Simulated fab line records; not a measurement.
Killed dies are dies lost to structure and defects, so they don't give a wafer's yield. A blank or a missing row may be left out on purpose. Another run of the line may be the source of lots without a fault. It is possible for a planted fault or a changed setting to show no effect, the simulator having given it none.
Which tool is to blame? -- flow nand-harc -- Sampling: 13 lots, 39 wafers, 5 of 1302 route steps

WHAT THE GAUGES SHOWED, per wafer
NHARC_A_SIN_REMOVE_INSPECT_04. Usual: 393 for raw-defect-count, sd 78.
lot,measured,on,raw-defect-count,flag
L261,day 20 20:04,defect-inspect-02,324 307 329,
L265,day 21 23:10,defect-inspect-02,460 527 366,
L266,day 22 22:08,defect-inspect-02,342 261 249,
L271,day 24 02:22,defect-inspect-02,364 336 269,
L270,day 24 04:34,defect-inspect-02,314 262 375,
L272,day 24 04:34,defect-inspect-01,555 381 458,
L273,day 26 09:10,defect-inspect-01,368 354 464,
L276,day 26 20:38,defect-inspect-02,451 341 359,
L279,day 27 10:16,defect-inspect-01,460 669 458,
L280,day 28 09:35,defect-inspect-01,563 351 464,
L281,day 28 18:49,defect-inspect-01,420 347 410,
L283,day 29 18:47,defect-inspect-01,226 333 362,
L282,day 31 03:43,defect-inspect-01,496 346 339,

NHARC_A_CONTACT_INSPECT_44. Usual: 80 for raw-defect-count, sd 34.
lot,measured,on,raw-defect-count,flag
L261,day 21 20:48,defect-inspect-01,79 72 68,
L265,day 22 23:04,defect-inspect-02,56 51 72,
L266,day 24 01:13,defect-inspect-02,59 69 52,
L271,day 25 00:55,defect-inspect-01,61 57 53,
L270,day 25 03:08,defect-inspect-01,33 31 39,
L272,day 25 07:04,defect-inspect-01,95 106 108,
L273,day 27 10:56,defect-inspect-01,28 26 18,
L276,day 27 23:51,defect-inspect-02,122 121 99,
L279,day 28 11:04,defect-inspect-01,105 116 116,
L280,day 29 12:06,defect-inspect-02,71 73 60,
L281,day 29 23:16,defect-inspect-01,93 83 81,
L283,day 30 19:29,defect-inspect-02,41 54 45,
L282,day 32 10:17,defect-inspect-01,76 68 71,

NHARC_END_SORT_01. Usual: killed-at-array 58, standard deviation 15; killed-at-other 0.8, standard deviation 1.2; killed-at-periphery 3.5, standard deviation 2.5; killed-dies 62, standard deviation 15; killed-open 3.2, standard deviation 1.7; killed-short 2.4, standard deviation 1.5.
lot,measured,on,killed-at-array,killed-at-other,killed-at-periphery,killed-dies,killed-open,killed-short,flag
L270,day 28 07:02,prober-01,34 32 38,1 1 0,4 8 7,39 41 45,2 2 2,2 2 2,

EACH LOT AND THE TOOL THAT RAN IT (in order: tool; ch and the chambers of the sampled wafers; start)
lot,NHARC_A_SLIT_STRIP_18,NHARC_A_CONTACT_DEP_24
L261,"rie-diel-08 ch 0,2, day 20 20:04 or earlier","pecvd-04 ch 0,1,2, day 21 12:19"
L265,"rie-diel-08 ch 0,1,2, day 21 23:10 or earlier","pecvd-01 ch 1,2, day 22 17:01"
L266,"rie-diel-08 ch 0,2,3, day 22 22:08 or earlier","pecvd-02 ch 0,1,2, day 23 19:30"
L271,"rie-diel-13 ch 0,1,2, day 24 02:22 or earlier","pecvd-04 ch 0,2, day 24 18:25"
L270,"rie-diel-13 ch 0,3, day 24 04:34 or earlier","pecvd-04 ch 0,1, day 24 18:47"
L272,"rie-diel-06 ch 2,3, day 24 04:34 or earlier","pecvd-04 ch 0,1, day 24 21:33"
L273,"rie-diel-08 ch 1,2,3, day 26 09:10 or earlier","pecvd-01 ch 0,1,2, day 27 05:19"
L276,"rie-diel-13 ch 2,3, day 26 20:38 or earlier","pecvd-01 ch 0,1,2, day 27 15:44"
L279,"rie-diel-08 ch 1,3, day 27 03:28","pecvd-02 ch 0,1, day 28 04:28"
L280,"rie-diel-06 ch 2,3, day 28 09:35 or earlier","pecvd-04 ch 0,2, day 29 04:06"
L281,"rie-diel-06 ch 2,3, day 28 18:49 or earlier","pecvd-02 ch 1,2, day 29 17:39"
L283,"rie-diel-13 ch 1,3, day 29 18:47 or earlier","pecvd-04 ch 0,1,2, day 30 13:47"
L282,"rie-diel-08 ch 0,2,3, day 31 03:43 or earlier","pecvd-04 ch 0,1,2, day 32 01:02"
- NHARC_A_SLIT_STRIP_18: strips in O2.
- NHARC_A_CONTACT_DEP_24: deposits SiO2, target thk 500 nm.

AS READ BY THE TOOLS THEMSELVES (means over the sampled wafers that have a number; for cases with no such wafer, the mark the record gives instead)
NHARC_A_SLIT_STRIP_18. Usual: drypump-motor-current-A 5.6 A, standard deviation 0.48; mfc-ar-sccm 0.012 sccm, standard deviation 0.012; oes-product-au 1.002 a.u., standard deviation 0.0089; rf-vpp-V 57.6 V, standard deviation 0.86; showerhead-plenum-p-Torr 3.44 Torr, standard deviation 0.13; throttle-valve-pct 17.035 %, standard deviation 0.0084.
lot,tool,drypump-motor-current-A (A),mfc-ar-sccm (sccm),oes-product-au (a.u.),rf-vpp-V (V),showerhead-plenum-p-Torr (Torr),throttle-valve-pct (%),flag
L261,rie-diel-08,5.6,0.000,1.009,57.3,3.51,17.034,
L265,rie-diel-08,5.6,0.000,1.004,57.4,3.54,17.037,
L266,rie-diel-08,5.9,0.000,1.010,58.3,3.47,17.034,
L271,rie-diel-13,5.1,0.026,0.999,56.8,3.44,17.031,
L270,rie-diel-13,5.5,0.018,1.003,57.4,3.35,17.032,
L272,rie-diel-06,5.3,0.017,1.000,56.9,3.40,17.038,
L273,rie-diel-08,5.9,0.000,1.010,57.7,3.50,17.030,
L276,rie-diel-13,5.4,0.019,1.005,57.2,3.46,17.035,
L279,rie-diel-08,5.7,0.000,1.015,58.5,3.61,17.030,
L280,rie-diel-06,5.3,0.017,1.003,57.6,3.39,17.029,
L281,rie-diel-06,5.3,0.017,0.998,57.9,3.39,17.035,
L283,rie-diel-13,5.6,0.035,1.006,57.3,3.36,17.032,
L282,rie-diel-08,5.9,0.000,1.016,57.8,3.46,17.033,

NHARC_A_CONTACT_DEP_24. Usual: heater-power-w 551 W, standard deviation 88; mfc-precursor-sccm 161.3 sccm, standard deviation 0.42; throttle-valve-pct 16.2 %, standard deviation 0.66.
lot,tool,heater-power-w (W),mfc-precursor-sccm (sccm),throttle-valve-pct (%),flag
L261,pecvd-04,511,161.2,16.6,
L265,pecvd-01,566,161.5,15.7,
L266,pecvd-02,596,161.3,16.6,
L271,pecvd-04,501,173.5,17.1,OFF
L270,pecvd-04,493,173.3,16.9,OFF
L272,pecvd-04,493,173.5,17.1,OFF
L273,pecvd-01,520,161.2,15.5,
L276,pecvd-01,533,161.2,15.5,
L279,pecvd-02,710,161.9,16.8,
L280,pecvd-04,591,161.4,16.7,
L281,pecvd-02,528,161.2,16.1,
L283,pecvd-04,594,161.3,16.6,
L282,pecvd-04,568,161.5,16.6,

THE ANSWER, worked out from the rows above alone
Rule: a lot is off if the mean of its wafers that have a number lies more than 3 standard deviations from the usual mean. A lot without any number at a reading at which 4 lots or more have one is off too. Where the step has rows for the other lots, those lots are counted as sound. First the gauges in route order, then the tools' own readings, where a lot's mean is used as printed above. At the first step where some lot is off, the reading lying furthest off is the one used; lots without a number count as furthest.
Off, at NHARC_A_CONTACT_DEP_24 on mfc-precursor-sccm: L271, L270, L272.
If a tool, at that step or one of the process steps before it, ran each lot that is off and ran no sound lot following the first of them, it fits. NHARC_A_SLIT_STRIP_18: start missing for some lots; hours and lot order therefore follow NHARC_A_SIN_REMOVE_INSPECT_04. Of those tried, none fits.

WHAT WAS PUT IN BY THE SIMULATOR
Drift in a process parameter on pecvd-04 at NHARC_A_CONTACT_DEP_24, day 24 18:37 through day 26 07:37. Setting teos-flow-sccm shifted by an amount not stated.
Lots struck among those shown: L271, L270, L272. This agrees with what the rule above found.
